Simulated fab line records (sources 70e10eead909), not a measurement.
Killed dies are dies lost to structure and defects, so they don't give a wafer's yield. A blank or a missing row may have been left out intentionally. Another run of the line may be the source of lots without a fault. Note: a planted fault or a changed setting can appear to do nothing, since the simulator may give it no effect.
fab line records ; flow nand_harc
[record] lots = 15; wafers = 43; last_day = 32
route steps=1302 shown P_BONDPAD@375 A_SOURCE_PLATE@423 A_ONON_D1@424 END@1302
lots untouched by any fault: they come from a run of this same line in which no faults occurred
start_h: start of the lot's first displayed wafer, in hours after the record's first day ; wait_h: time in hours since the lot's previous step ; " unchanged from the row above ; L1.1+2: one row covering several wafers at once ; - value missing, or start not given ; * or withheld: withheld ; < > ~ a bound
route shown NAME@n: a module of which the file shows steps, and the number in the route of the first ; usual: average and standard deviation across the fault-free wafers ; same: alike in all rows ; chamber/n: place in a boat ; sites: each site's reading ; _std_site: standard deviation of those values ; _edge_site: outer sites' mean less inner sites' ; radius_mm: how far each site lies from the wafer's centre ; mask NAME#n: copy n ; behind: the last tool/chamber to shape the wafer ; hold: what put the lot on hold/how long, in hours/how the hold closed ; device: names the non-switching transistor (n, p or np) ; end of line: the route-end tests of the same wafers ; a step without rows: its recipe alone ; killed: dies lost to structure and defects at the first sort, not the wafer's yield ; map: a wafer's dies, x killed, . not, _ none there
set.NAME: the setting the step ran with; set.NAME@STEP: the setting that earlier step ran with ; model.NAME: the simulator's own value behind a step, which no gauge read
a sample of lots followed through the steps of the route, with each step as a table and each wafer as a row
services: from which hour (start_h, from the record's first day; less than 0 if before it) a tool's chamber was out of use, for how many hours, and why
[[steps]]
[step NHARC_P_BONDPAD_PRE_CLEAN_26]
[recipe] time_s = 30; temp_c = 280; gas = H2/He
[usual] heater_power_w = 394/30
lot.wafer;tool;chamber;start_h;wait_h;heater_power_w
L819.2;pvd_sputter-01;-;-;-;414
L819.3;pvd_sputter-01;-;-;-;455
L819.4;pvd_sputter-01;-;-;-;414
L820.3;pvd_sputter-01;-;-;-;445
L820.2;pvd_sputter-01;-;-;-;409
L820.5;pvd_sputter-01;-;-;-;402
L821.1;pvd_sputter-03;-;-;-;409
L821.6;pvd_sputter-03;-;-;-;416
L821.5;pvd_sputter-03;-;-;-;392
L823.2;pvd_sputter-02;-;-;-;395
L823.4;pvd_sputter-02;-;-;-;347
L823.5;pvd_sputter-02;-;-;-;372
L822.1;pvd_sputter-01;-;-;-;410
L822.5;pvd_sputter-01;-;-;-;402
L822.6;pvd_sputter-01;-;-;-;398
L825.3;pvd_sputter-01;-;-;-;410
L825.4;pvd_sputter-01;-;-;-;407
L825.6;pvd_sputter-01;-;-;-;400
L826.4;pvd_sputter-02;-;-;-;371
L826.6;pvd_sputter-02;-;-;-;375
L826.5;pvd_sputter-02;-;-;-;344
L827.1;pvd_sputter-01;-;-;-;422
L827.4;pvd_sputter-01;-;-;-;403
L827.5;pvd_sputter-01;-;-;-;439
L829.2;pvd_sputter-03;-;-;-;386
L829.3;pvd_sputter-03;-;-;-;412
L829.4;pvd_sputter-03;-;-;-;374
L833.3;pvd_sputter-01;-;-;-;453
L833.4;pvd_sputter-01;-;-;-;397
L833.1;pvd_sputter-01;-;-;-;396
L834.3;pvd_sputter-01;-;-;-;411
L834.1;pvd_sputter-01;-;-;-;387
L836.1;pvd_sputter-03;-;-;-;403
L836.3;pvd_sputter-03;-;-;-;414
L837.1;pvd_sputter-02;-;-;-;340
L837.2;pvd_sputter-02;-;-;-;383
L837.4;pvd_sputter-02;-;-;-;429
L839.4;pvd_sputter-01;-;-;-;405
L839.1;pvd_sputter-01;-;-;-;461
L839.5;pvd_sputter-01;-;-;-;398
L840.3;pvd_sputter-02;-;-;-;376
L840.4;pvd_sputter-02;-;-;-;370
L840.1;pvd_sputter-02;-;-;-;428
[step NHARC_A_SOURCE_PLATE_INSPECT_08]
[usual] raw_defect_count = 61/25
lot.wafer;tool;chamber;start_h;wait_h;raw_defect_count
L819.2;defect_inspect-02;-;163.55;0.0;28
L819.3;defect_inspect-02;-;163.55;0.0;30
L819.4;defect_inspect-02;-;163.55;0.0;41
L820.2;defect_inspect-01;-;168.75;0.0;48
L820.3;defect_inspect-01;-;168.75;0.0;40
L820.5;defect_inspect-01;-;168.75;0.0;34
L821.1;defect_inspect-01;-;179.64;0.0;60
L821.5;defect_inspect-01;-;179.64;0.0;72
L821.6;defect_inspect-01;-;179.64;0.0;68
L822.1;defect_inspect-01;-;204.41;0.0;110
L822.5;defect_inspect-01;-;204.41;0.0;64
L822.6;defect_inspect-01;-;204.41;0.0;47
L823.2;defect_inspect-02;-;204.43;0.0;88
L823.4;defect_inspect-02;-;204.43;0.0;35
L823.5;defect_inspect-02;-;204.43;0.0;44
L825.3;defect_inspect-02;-;217.56;0.0;56
L825.4;defect_inspect-02;-;217.56;0.0;50
L825.6;defect_inspect-02;-;217.56;0.0;55
L826.4;defect_inspect-02;-;240.82;0.0;46
L826.5;defect_inspect-02;-;240.82;0.0;44
L826.6;defect_inspect-02;-;240.82;0.0;29
L827.1;defect_inspect-01;-;246.91;0.0;54
L827.4;defect_inspect-01;-;246.91;0.0;26
L827.5;defect_inspect-01;-;246.91;0.0;36
L829.2;defect_inspect-02;-;259.08;0.0;141
L829.3;defect_inspect-02;-;259.08;0.0;109
L829.4;defect_inspect-02;-;259.08;0.0;80
L833.1;defect_inspect-02;-;309.79;0.0;91
L833.3;defect_inspect-02;-;309.79;0.0;145
L833.4;defect_inspect-02;-;309.79;0.0;88
L834.1;defect_inspect-01;-;314.91;0.0;52
L834.3;defect_inspect-01;-;314.91;0.0;67
L836.1;defect_inspect-01;-;338.78;0.0;49
L836.3;defect_inspect-01;-;338.78;0.0;54
L837.1;defect_inspect-02;-;338.79;0.0;50
L837.2;defect_inspect-02;-;338.79;0.0;54
L837.4;defect_inspect-02;-;338.79;0.0;29
L840.1;defect_inspect-01;-;369.08;0.0;114
L840.3;defect_inspect-01;-;369.08;0.0;66
L840.4;defect_inspect-01;-;369.08;0.0;65
L839.1;defect_inspect-02;-;369.12;0.0;42
L839.4;defect_inspect-02;-;369.12;0.0;61
L839.5;defect_inspect-02;-;369.12;0.0;98
[step NHARC_A_ONON_D1_DEP_00]
[recipe] target_thk_a = 10000; n2_flow_sccm = 2750; n2o_flow_sccm = 2000; nh3_flow_sccm = 500; sih4_flow_sccm = 210; temp_c = 400
[usual] sih4_flow_sccm = 209.9/0.52
lot.wafer;tool;chamber;start_h;wait_h;sih4_flow_sccm
L819.2;pecvd_onon-03;0;163.67;0.1;210.2
L819.3;pecvd_onon-03;0;163.67;0.1;208.7
L819.4;pecvd_onon-03;0;163.67;0.1;210.4
L820.2;pecvd_onon-02;0;168.87;0.1;210.1
L820.3;pecvd_onon-02;0;168.87;0.1;211.0
L820.5;pecvd_onon-02;0;168.87;0.1;210.9
L821.1;pecvd_onon-04;0;179.71;0.1;210.0
L821.5;pecvd_onon-04;0;179.71;0.1;209.5
L821.6;pecvd_onon-04;0;179.71;0.1;209.5
L822.1;pecvd_onon-02;0;204.47;0.1;208.9
L822.5;pecvd_onon-02;0;204.47;0.1;209.8
L822.6;pecvd_onon-02;0;204.47;0.1;210.2
L823.2;pecvd_onon-03;0;204.55;0.1;209.9
L823.4;pecvd_onon-03;0;204.55;0.1;210.1
L823.5;pecvd_onon-03;0;204.55;0.1;210.0
L825.3;pecvd_onon-04;0;217.74;0.2;209.2
L825.4;pecvd_onon-04;0;217.74;0.2;209.7
L825.6;pecvd_onon-04;0;217.74;0.2;210.1
L826.4;pecvd_onon-03;0;241.06;0.2;209.2
L826.5;pecvd_onon-03;0;241.06;0.2;209.0
L826.6;pecvd_onon-03;0;241.06;0.2;209.3
L827.1;pecvd_onon-02;0;246.98;0.1;210.1
L827.4;pecvd_onon-02;0;246.98;0.1;210.1
L827.5;pecvd_onon-02;0;246.98;0.1;211.1
L829.2;pecvd_onon-03;0;259.20;0.1;210.0
L829.3;pecvd_onon-03;0;259.20;0.1;209.6
L829.4;pecvd_onon-03;0;259.20;0.1;210.5
L833.1;pecvd_onon-02;0;309.85;0.1;209.5
L833.3;pecvd_onon-02;0;309.85;0.1;210.4
L833.4;pecvd_onon-02;0;309.85;0.1;209.8
L834.1;pecvd_onon-02;0;314.98;0.1;209.6
L834.3;pecvd_onon-02;0;314.98;0.1;209.6
L837.1;pecvd_onon-03;0;338.85;0.1;209.5
L837.2;pecvd_onon-03;0;338.85;0.1;209.0
L837.4;pecvd_onon-03;0;338.85;0.1;209.2
L836.1;pecvd_onon-02;0;338.85;0.1;209.6
L836.3;pecvd_onon-02;0;338.85;0.1;211.0
L840.1;pecvd_onon-04;0;369.15;0.1;210.5
L840.3;pecvd_onon-04;0;369.15;0.1;209.7
L840.4;pecvd_onon-04;0;369.15;0.1;210.6
L839.1;pecvd_onon-03;0;369.19;0.1;209.3
L839.4;pecvd_onon-03;0;369.19;0.1;208.8
L839.5;pecvd_onon-03;0;369.19;0.1;210.3
[step NHARC_A_ONON_D1_THK_MEAS_02]
[recipe] thk_meas_gauge = ellipsometry
[usual] thk_nm = 1002/8.6
lot.wafer;tool;chamber;start_h;wait_h;thk_nm
L819.2;film_metro-02;-;164.12;-;1003
L819.3;film_metro-02;-;164.12;-;1001
L819.4;film_metro-02;-;164.12;-;999
L820.2;film_metro-02;-;169.32;-;999
L820.3;film_metro-02;-;169.32;-;1001
L820.5;film_metro-02;-;169.32;-;999
L821.1;film_metro-01;-;180.22;-;999
L821.5;film_metro-01;-;180.22;-;998
L821.6;film_metro-01;-;180.22;-;997
L822.1;film_metro-02;-;204.98;-;1004
L822.5;film_metro-02;-;204.98;-;1004
L822.6;film_metro-02;-;204.98;-;1003
L823.2;film_metro-01;-;205.01;-;1007
L823.4;film_metro-01;-;205.01;-;1005
L823.5;film_metro-01;-;205.01;-;1008
L825.3;film_metro-02;-;218.14;-;1004
L825.4;film_metro-02;-;218.14;-;1006
L825.6;film_metro-02;-;218.14;-;1007
L826.4;film_metro-02;-;241.40;-;1028
L826.5;film_metro-02;-;241.40;-;1028
L826.6;film_metro-02;-;241.40;-;1027
L827.1;film_metro-02;-;247.48;-;1010
L827.4;film_metro-02;-;247.48;-;1010
L827.5;film_metro-02;-;247.48;-;1010
L829.2;film_metro-02;-;259.65;-;1002
L829.3;film_metro-02;-;259.65;-;1000
L829.4;film_metro-02;-;259.65;-;1001
L833.1;film_metro-02;-;310.36;-;785
L833.3;film_metro-02;-;310.36;-;785
L833.4;film_metro-02;-;310.36;-;1005
L834.1;film_metro-02;-;315.49;-;775
L834.3;film_metro-02;-;315.49;-;773
L836.1;film_metro-01;-;339.35;-;775
L836.3;film_metro-01;-;339.35;-;774
L837.1;film_metro-02;-;339.36;-;1015
L837.2;film_metro-02;-;339.36;-;1017
L837.4;film_metro-02;-;339.36;-;1015
L840.1;film_metro-01;-;369.66;-;998
L840.3;film_metro-01;-;369.66;-;999
L840.4;film_metro-01;-;369.66;-;1001
L839.1;film_metro-02;-;369.70;-;987
L839.4;film_metro-02;-;369.70;-;989
L839.5;film_metro-02;-;369.70;-;989
[step NHARC_END_SORT_01]
[recipe] temp_c = 25
[usual] killed_at_array = 59/21; killed_at_other = 1.0/1.1; killed_at_periphery = 4.0/2.6; killed_dies = 64/21; killed_open = 3.2/1.7; killed_short = 2.5/1.5
[same] gross_dies = 677
lot.wafer;tool;chamber;start_h;wait_h;killed_at_array;killed_at_other;killed_at_periphery;killed_dies;killed_open;killed_short
L833.1;prober-01;0;712.86;2.5;675;1;1;677;5;2
L833.3;prober-01;0;714.48;3.1;673;0;4;677;3;3
L833.4;prober-01;0;715.29;3.4;59;2;3;64;6;1
L834.1;prober-02;0;713.55;2.5;675;0;2;677;2;3
L834.3;prober-02;0;715.17;3.1;666;5;6;677;4;3
L836.1;prober-01;0;764.43;2.5;669;3;5;677;4;4
L836.3;prober-01;0;766.01;3.1;676;1;0;677;4;1
// killed by level:class
L833.1 A_ONON_D1:area_dep=617 A_CHANNEL_HOLE_D1:chamber_film_flake=26 A_CHANNEL_HOLE_D2:chamber_film_flake=7 A_CONTACT:chamber_film_flake=6 A_CHANNEL_FILL_D1:chamber_film_flake=3 A_SLIT:chamber_film_flake=2 A_DECK1_JOINT:chamber_film_flake=2 A_WL_FILL:chamber_film_flake=2
L834.1 A_ONON_D1:area_dep=607 A_SLIT:chamber_film_flake=30 A_CHANNEL_HOLE_D2:chamber_film_flake=11 A_CHANNEL_HOLE_D1:chamber_film_flake=10 A_STAIRCASE:chamber_film_flake=8 A_BLC:chamber_film_flake=2 P_CONTACT:geometric_particle:open=1 P_M2:geometric_particle:open=1
L833.3 A_ONON_D1:area_dep=618 A_CHANNEL_HOLE_D1:chamber_film_flake=31 A_CONTACT:chamber_film_flake=4 A_SLIT:chamber_film_flake=3 P_ZERO_WELL:chamber_film_flake=2 A_CHANNEL_HOLE_D2:chamber_film_flake=2 A_CHANNEL_FILL_D1:chamber_film_flake=2 A_CHANNEL_FILL_D2:chamber_film_flake=2
L834.3 A_ONON_D1:area_dep=600 A_SLIT:chamber_film_flake=31 A_CHANNEL_HOLE_D2:chamber_film_flake=17 A_CHANNEL_HOLE_D1:chamber_film_flake=5 A_CHANNEL_FILL_D1:chamber_film_flake=5 THIN_TSV:chamber_film_flake=5 P_CONTACT:geometric_particle:open=2 A_STAIRCASE:chamber_film_flake=2
L833.4 A_CHANNEL_HOLE_D1:chamber_film_flake=30 A_CHANNEL_HOLE_D2:chamber_film_flake=6 A_CONTACT:chamber_film_flake=6 A_SLIT:chamber_film_flake=3 A_STAIRCASE:chamber_film_flake=3 A_CHANNEL_FILL_D2:chamber_film_flake=2 A_WL_FILL:chamber_film_flake=2 THIN_TSV:chamber_film_flake=2
L836.1 A_ONON_D1:area_dep=559 A_CHANNEL_HOLE_D1:chamber_film_flake=35 A_SLIT:chamber_film_flake=29 A_CHANNEL_HOLE_D2:chamber_film_flake=28 A_CONTACT:chamber_film_flake=7 THIN_TSV:chamber_film_flake=3 P_GATE:chamber_film_flake=2 P_CONTACT:geometric_particle:short=1
L836.3 A_ONON_D1:area_dep=579 A_SLIT:chamber_film_flake=34 A_CHANNEL_HOLE_D1:chamber_film_flake=28 A_CHANNEL_HOLE_D2:chamber_film_flake=22 A_CONTACT:chamber_film_flake=3 A_M0:geometric_particle:open=2 A_CHANNEL_FILL_D2:chamber_film_flake=2 A_STAIRCASE:chamber_film_flake=2
[[services]]
tool;chamber;start_h;hours;kind
pvd_sputter-01;-;128.80;3.5;repair
pecvd_onon-04;-;130.05;13.0;pm
pvd_sputter-03;-;170.05;10.0;pm
pecvd_onon-02;-;185.20;13.0;pm
pvd_sputter-01;-;226.01;10.0;pm
pecvd_onon-03;-;227.04;13.0;pm
pvd_sputter-03;-;273.05;12.4;repair
pvd_sputter-02;-;282.03;10.0;pm
pvd_sputter-01;-;309.76;10.0;repair
pecvd_onon-04;-;311.05;13.0;pm
pvd_sputter-01;-;338.50;2.5;repair
pvd_sputter-03;-;348.10;10.0;pm
pvd_sputter-02;-;350.20;3.9;repair
pecvd_onon-02;-;366.20;13.0;pm
pvd_sputter-03;-;366.83;11.4;repair
[[key]]
[first_sign] step = NHARC_A_ONON_D1_THK_MEAS_02; reading = thk_nm; direction = down; sigmas = 26; usual = 1002; struck = 778
[effect] step = NHARC_END_SORT_01; reading = killed_at_array; direction = up; sigmas = 29; usual = 59; struck = 672
[more_kills_born_at] NHARC_A_ONON_D1_DEP_00@pecvd_onon-02 = 3580
met_at NHARC_A_ONON_D1_DEP_00
struck_lots L833,L834,L836
struck_wafers L833.1,L833.3,L834.1,L834.3,L836.1,L836.3
later_rows_left_out L833.1,L833.3,L834.1,L834.3,L836.1,L836.3
tester_left_out L833,L834,L836
not_acting_at NHARC_P_BONDPAD_PRE_CLEAN_26,NHARC_A_SOURCE_PLATE_INSPECT_08
onset_between 246.98 309.85
[fault] kind = process_parameter_drift; tool = pecvd_onon-02; chamber = -; onset_h = 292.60; steps = NHARC_A_ONON_D1_DEP_00; channel = target_thk_a; offset = *; shape = step; end_h = 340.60; scope = struck_wafers_only; acts_in = *; stated = *
// tester_left_out: of these lots the tester's yield and bins aren't shown, on N5 and GAA mostly nor the transistor test; their killed dies are dies lost to structure and defects alone, not to doping, threshold or leakage, so they don't give the yield
// later_rows_left_out: the simulator's readings of these wafers behind a module that went badly wrong aren't trusted and aren't shown, but for the sort
